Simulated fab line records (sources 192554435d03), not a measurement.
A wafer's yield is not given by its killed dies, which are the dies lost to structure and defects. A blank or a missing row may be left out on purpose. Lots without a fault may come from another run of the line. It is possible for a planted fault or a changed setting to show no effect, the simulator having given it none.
Matching of chambers | flow n5 finfet | N5_BEOL_M15_CMP_49 on cmp-02 has 4 sister chambers
The step polishes, stops on SiO2, t overpolish 4.9 s, target thk 850 nm. 18 wafers are shown with their chamber, then 9 later ones without.

== WAFERS PAIRED WITH THEIR CHAMBERS ==
wafer  | chamber | motor current A (A) | overpolish run s (s) | barrier field endpoint s (s)
L082.1 | 1       | 7.5                 | 4.907                | 10.91
L082.4 | 3       | 9.4                 | 4.902                | 10.87
L082.5 | 3       | 9.8                 | 4.904                | 10.96
L083.1 | 3       | 9.3                 | 4.908                | 11.46
L083.2 | 2       | 8.1                 | 4.905                | 11.48
L083.5 | 0       | 7.9                 | 4.904                | 11.84
L085.2 | 3       | 9.2                 | 4.889                | 11.13
L085.4 | 1       | 7.5                 | 4.910                | 11.19
L085.6 | 2       | 8.2                 | 4.884                | 11.15
L088.2 | 2       | 9.2                 | 4.893                | 11.77
L088.5 | 2       | 8.5                 | 4.906                | 11.80
L088.6 | 3       | 9.7                 | 4.908                | 11.45
L084.1 | 2       | 8.1                 | 4.905                | 11.24
L084.5 | 2       | 8.5                 | 4.882                | 11.26
L084.6 | 1       | 7.4                 | 4.906                | 10.95
L093.1 | 0       | 8.0                 | 4.900                | 11.06
L093.2 | 3       | 9.1                 | 4.893                | 10.82
L093.3 | 1       | 8.0                 | 4.908                | 10.95

SIGNATURES (means of the wafers above)
reading                  | chamber 0 | chamber 1 | chamber 2 | chamber 3 | scatter within a chamber
motor current A          | 7.950     | 7.600     | 8.433     | 9.417     | 0.326
overpolish run s         | 4.90200   | 4.90775   | 4.89583   | 4.90067   | 0.00821
barrier field endpoint s | 11.4500   | 11.0000   | 11.4500   | 11.1150   | 0.287
Rule: a wafer's distance from a chamber is the root of the sum, over the readings, of the square of ((its reading less the chamber's mean) divided by the reading's scatter). If the next closest chamber is less than 2 further off than the closest, the wafer can't be placed; otherwise it belongs to the closest. The scatter is the square root of a quotient: the sum, over the shown wafers, of each reading's squared deviation from its chamber's mean, divided by wafers minus chambers.

== WAFERS WHOSE CHAMBER IS MISSING ==
wafer  | motor current A (A) | overpolish run s (s) | barrier field endpoint s (s)
L094.4 | 7.4                 | 4.904                | 11.30
L094.5 | 7.9                 | 4.886                | 11.28
L094.6 | 9.4                 | 4.899                | 11.38
L095.2 | 8.1                 | 4.897                | 11.54
L095.4 | 7.5                 | 4.889                | 11.31
L095.5 | 7.5                 | 4.910                | 11.40
L097.4 | 7.9                 | 4.888                | 11.15
L097.5 | 8.0                 | 4.909                | 11.25
L097.6 | 8.9                 | 4.910                | 10.99

== WHICH CHAMBER EACH ONE RAN IN ==
wafer  | from the rows above               | in truth
L094.4 | can't be placed: 1 or 0           | 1
L094.5 | can't be placed: 0 or 2 or 1      | 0
L094.6 | 3                                 | 3
L095.2 | can't be placed: 0 or 2 or 1      | 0
L095.4 | can't be placed: 0 or 1 or 2      | 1
L095.5 | can't be placed: 1 or 0 or 2      | 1
L097.4 | can't be placed: 0 or 2 or 1      | 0
L097.5 | can't be placed: 0 or 1 or 2      | 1
L097.6 | can't be placed: 3 or 2 or 0 or 1 | 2
Placed correctly: 1 of 9. Not placeable from these rows: 8 (in 8, the candidates include the true chamber). 0 placed wrongly.
